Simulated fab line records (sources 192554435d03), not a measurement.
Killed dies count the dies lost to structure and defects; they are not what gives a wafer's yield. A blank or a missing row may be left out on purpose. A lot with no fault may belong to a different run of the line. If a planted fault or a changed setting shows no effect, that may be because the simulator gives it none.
Struck lot and sound lot, side by side -- flow n5_finfet -- 14 out of 1938 route steps
Sound: the wafers L725.1, L725.2, L725.3. The struck wafers were L733.1, L733.4, L733.5. The cause is given at the end.
Each step with rows lists, per side, the tool, then ch with its chambers, then its first start. Under that, the readings that differ: sound wafers -- struck wafers -- difference of the means -- sigmas: that difference in standard deviations of wafers without a fault.
alike: a reading whose means differ by less than 2 such deviations, as well as words and numbers matching on both sides. not compared: withheld readings; readings where some wafer has no value; bounds like >300 that might hide an equal value; numbers whose values overlap and for which the record gives no deviation.
Wherever a step has rows on one side only, a row that says differs or no value, or a row with sigmas, the two part there. Numbers that have no deviation but don't overlap get no sigmas and don't part them. Lack of a reading on every wafer of one side parts them only where that side has two or more wafers.

N5_START_INSPECT_01: inspects for defects (unpatterned scan).
  sound: defect_inspect-02 at day 1 12:02; struck: defect_inspect-01 at day 3 12:02
  alike: raw_defect_count
then, 2 steps without rows for these wafers: N5_ZERO_LAYER_PRECLEAN_00 (cleans in SPM, time 600 s); N5_ZERO_LAYER_SRD_01 (time 30 s, dry time 30 s).
N5_ZERO_LAYER_PECVD_02: deposits SiO2 from SiH4/N2O, target thk 10 nm, time 6 s.
  sound on pecvd-04 ch 0,1,2, day 1 12:17; struck on pecvd-04 ch 0,1, day 3 12:18
  alike: heater_power_w, showerhead_plenum_p_Torr
then, 4 steps without rows for these wafers: N5_ZERO_LAYER_HMDS_04 (time 60 s); N5_ZERO_LAYER_COAT_05 (resist thk 1000 nm); N5_ZERO_LAYER_EBR_07; N5_ZERO_LAYER_SOFTBAKE_06 (time 90 s).
N5_ZERO_LAYER_EXPOSE_08: exposes mask ZERO, defocus 0 nm, target cd 2000 nm.
  sound on krf_scanner-02 ch 0, day 1 12:28; struck on krf_scanner-02 ch 0, day 3 12:37
reading,sound,struck,difference,sigmas
exposure_dose_mJ_cm2,16.18 16.19 16.19,16.99 16.97 16.99,+0.80,+9
reticle_temp_C (C),22.95 22.92 22.93,23.31 23.12 23.20,+0.28,+3
  alike: mask, focus_offset_nm
then, 3 steps without rows for these wafers: N5_ZERO_LAYER_PEB_09; N5_ZERO_LAYER_DEVELOP_10 (develop time 60 s); N5_ZERO_LAYER_HARDBAKE_23 (time 120 s).
N5_ZERO_LAYER_CD_MEAS_11: target cd 2000 nm.
  sound on cd_sem-03 ch 0, day 1 12:38; struck on cd_sem-02 ch 0, day 3 12:47
reading,sound,struck,difference,sigmas
cd_nm (nm),1999.9 2000.8 1999.8,2009.2 2010.9 2010.6,+10.1,+8
N5_ZERO_LAYER_DESCUM_16: chemistry O2, time 7.9 s.
  sound on rie_diel-01 ch 0,2,3, day 1 12:41; struck on rie_diel-06 ch 1,2, day 3 12:49
reading,sound,struck,difference,sigmas
drypump_motor_current_A (A),5.7 4.7 5.0,5.6 6.6 6.6,+1.1,+2
  alike: o2_flow_sccm, oes_product_au, rf_vpp_V, showerhead_plenum_p_Torr, throttle_valve_pct
  not compared: rf_hours_counter_h

WHERE THEY PART
At N5_ZERO_LAYER_EXPOSE_08 first; at N5_ZERO_LAYER_DESCUM_16 last (within this record only).

WHY: what had been put in by the simulator
Process parameter drift: krf_scanner-02, from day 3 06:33 on, at N5_ZERO_LAYER_EXPOSE_08. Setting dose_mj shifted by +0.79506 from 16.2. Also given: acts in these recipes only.
